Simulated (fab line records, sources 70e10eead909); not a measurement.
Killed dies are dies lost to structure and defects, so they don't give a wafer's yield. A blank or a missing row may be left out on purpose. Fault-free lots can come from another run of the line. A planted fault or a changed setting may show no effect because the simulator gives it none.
Matching of chambers | flow nand_harc | 4 sister chambers for NHARC_P_STI_ETCH_15 on rie_si-04
The step etches the open film in HBr/Cl2, target depth 300 nm, time 100.1 s. 18 wafers are shown with their chamber, then 9 later ones without.

EACH WAFER AND ITS CHAMBER
wafer  | chamber | drypump_motor_current_A (A) | throttle_valve_pct (%) | oes_product_au (a.u.)
L074.2 | 0       | 6.2                         | 26.410                 | 1.004
L074.5 | 2       | 6.6                         | 26.393                 | 1.004
L074.6 | 3       | 5.3                         | 26.405                 | 1.000
L075.1 | 0       | 6.2                         | 26.397                 | 1.002
L075.5 | 3       | 5.3                         | 26.397                 | 1.011
L075.6 | 0       | 6.2                         | 26.405                 | 1.009
L076.2 | 1       | 6.1                         | 26.417                 | 1.016
L076.4 | 2       | 6.6                         | 26.398                 | 1.010
L076.6 | 1       | 6.1                         | 26.402                 | 1.011
L079.1 | 3       | 5.3                         | 26.398                 | 1.020
L079.2 | 1       | 6.1                         | 26.399                 | 1.001
L079.4 | 2       | 6.6                         | 26.396                 | 1.011
L081.1 | 2       | 6.6                         | 26.410                 | 1.020
L081.4 | 1       | 6.1                         | 26.409                 | 1.000
L081.6 | 3       | 5.3                         | 26.408                 | 1.015
L086.1 | 2       | 6.6                         | 26.413                 | 1.000
L086.3 | 3       | 5.2                         | 26.395                 | 0.993
L086.6 | 2       | 6.6                         | 26.396                 | 1.003

SIGNATURES (averages over the wafers above)
reading                 | chamber 0 | chamber 1 | chamber 2 | chamber 3 | scatter within a chamber
drypump_motor_current_A | 6.200     | 6.100     | 6.600     | 5.280     | 0.0239
throttle_valve_pct      | 26.40400  | 26.40675  | 26.40100  | 26.40060  | 0.00733
oes_product_au          | 1.00500   | 1.00700   | 1.00800   | 1.00780   | 0.00828
Rule: for each reading, subtract the chamber's mean from the wafer's reading, divide by that reading's scatter and square the result; add these up over the readings and take the root, which gives the wafer's distance from the chamber. The wafer belongs to the nearest chamber; if the next one is less than 2 further off, it can't be placed. How the scatter is found: for the shown wafers, subtract from each reading the mean of its chamber, square and add these, divide the total by (wafers less chambers), then take the root.

WAFERS MISSING THEIR CHAMBER
wafer  | drypump_motor_current_A (A) | throttle_valve_pct (%) | oes_product_au (a.u.)
L090.1 | 6.2                         | 26.394                 | 1.010
L090.3 | 6.6                         | 26.408                 | 0.996
L090.6 | 6.2                         | 26.423                 | 1.012
L091.1 | 6.2                         | 26.386                 | 1.010
L091.5 | 6.2                         | 26.406                 | 1.008
L091.6 | 5.3                         | 26.417                 | 1.003
L096.2 | 6.1                         | 26.403                 | 1.004
L096.4 | 5.3                         | 26.417                 | 0.989
L096.6 | 5.3                         | 26.413                 | 1.002

THE CHAMBER EACH PASSED THROUGH
wafer  | from the rows above | in truth
L090.1 | 0                   | 0
L090.3 | 2                   | 2
L090.6 | 0                   | 0
L091.1 | 0                   | 0
L091.5 | 0                   | 0
L091.6 | 3                   | 3
L096.2 | 1                   | 1
L096.4 | 3                   | 3
L096.6 | 3                   | 3
Placed correctly: 9 of 9. Number that these rows cannot place: 0. Wrongly placed: 0.
